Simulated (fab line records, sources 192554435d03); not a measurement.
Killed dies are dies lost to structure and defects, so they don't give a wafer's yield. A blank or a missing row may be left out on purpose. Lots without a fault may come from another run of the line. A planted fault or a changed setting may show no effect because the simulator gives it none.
Split-lot experiment | flow n5_finfet | 7 lots, 21 wafers read, on a route of 1938 steps

THE SPLIT
At N5_SD_EPI_N_COAT_33 (time 60 s, resist thk 35 nm), the setting spin_rpm was moved away from the recipe's 1500 rpm on 7 of the 21 wafers read, by -9.7% to +7.7%. The other wafers ran this setting at the recipe's value.

The reading is taken at the split's own step.

THE READING
SiARC_of_SD_EPI_N_COAT_33.thk_nm (the simulator's own value, which no gauge read), in nm, at N5_SD_EPI_N_COAT_33 (time 60 s, resist thk 35 nm). The file gives no usual value for it. The 14 wafers here that ran the recipe average 34.9 nm, standard deviation 0.1 nm.

wafer  | tool, chamber at the split | spin_rpm as run, rpm | against the recipe | SiARC_of_SD_EPI_N_COAT_33.thk_nm, nm | against lot-mates on the recipe
L075.1 | litho_track-03, 0          | 1500                 | recipe             | 34.8                                 | -
L075.4 | litho_track-03, 0          | 1500                 | recipe             | 34.8                                 | -
L075.3 | litho_track-03, 0          | 1500                 | recipe             | 35                                   | -
L076.1 | litho_track-03, 0          | 1500                 | recipe             | 34.8                                 | -
L076.2 | litho_track-03, 0          | 1500                 | recipe             | 34.8                                 | -
L076.6 | litho_track-03, 0          | 1354                 | -9.7%              | 36.6                                 | +1.8
L077.2 | litho_track-03, 0          | 1500                 | recipe             | 34.8                                 | -
L077.6 | litho_track-03, 0          | 1500                 | recipe             | 34.8                                 | -
L077.5 | litho_track-03, 0          | 1500                 | recipe             | 35                                   | -
L080.4 | litho_track-04, 0          | 1500                 | recipe             | 35                                   | -
L080.5 | litho_track-04, 0          | 1500                 | recipe             | 35                                   | -
L080.6 | litho_track-04, 0          | 1500                 | recipe             | 35                                   | -
L087.1 | litho_track-04, 0          | 1500                 | recipe             | 34.8                                 | -
L087.2 | litho_track-04, 0          | 1455                 | -3.0%              | 35.4                                 | +0.6
L087.4 | litho_track-04, 0          | 1455                 | -3.0%              | 35.4                                 | +0.6
L089.2 | litho_track-03, 0          | 1615                 | +7.7%              | 33.6                                 | -1.4
L089.3 | litho_track-03, 0          | 1500                 | recipe             | 35                                   | -
L089.5 | litho_track-03, 0          | 1615                 | +7.7%              | 33.8                                 | -1.2
L090.1 | litho_track-03, 0          | 1438                 | -4.1%              | 35.8                                 | +0.8
L090.4 | litho_track-03, 0          | 1438                 | -4.1%              | 35.8                                 | +0.8
L090.2 | litho_track-03, 0          | 1500                 | recipe             | 35                                   | -

THE FIT
A straight line over all 21 wafers: SiARC_of_SD_EPI_N_COAT_33.thk_nm changes by -0.171 nm for each +1% of spin_rpm; r = -0.98; the points scatter about the line by 0.11 nm.
The same after taking each lot's own level away (the mean of its wafers on the recipe; 21 wafers): -0.18 nm for each +1%; r = -0.99; scatter 0.07 nm.
On that fit, the largest move of spin_rpm shifts the reading by 1.7 nm.
The lots' own levels span 34.80 to 35.00 nm, that is 2.0 times the standard deviation above.
So the lot-to-lot level changes the slope little: the two slopes agree.
Check: with one of the wafers moved furthest among these (-9.7%) left out of the fit, the line predicts +1.75 nm for it against its lot-mates. It came out at +1.8 nm against them.

OTHER SPLITS ON THESE WAFERS
These wafers also went through other splits before the reading. Each is held against what the fit with the lots' levels taken away leaves over:
other split on the same wafers         | wafers away from the commonest value | r with SiARC_of_SD_EPI_N_COAT_33.thk_nm (lot level and that fit taken away)
N5_ZERO_LAYER_PECVD_02 time_s          | 7                                    | +0.06
N5_ZERO_LAYER_COAT_05 spin_rpm         | 9                                    | +0.07
N5_ZERO_LAYER_EXPOSE_08 dose_mj        | 2                                    | +0.08
N5_WELL_APT_COAT_02 spin_rpm           | 5                                    | +0.23
N5_PMOS_HMC_CHANNEL_EPI_ETCH_32 bias_w | 4                                    | -0.29
N5_FIN_CUT_EXPOSE_05 dose_mj           | 6                                    | -0.08
N5_DUMMY_GATE_COAT_09 spin_rpm         | 7                                    | +0.13

THE FILE'S OWN FIT
SiARC_of_SD_EPI_N_COAT_33.thk_nm changes by -0.181 nm for each +1% of spin_rpm, r = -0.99.
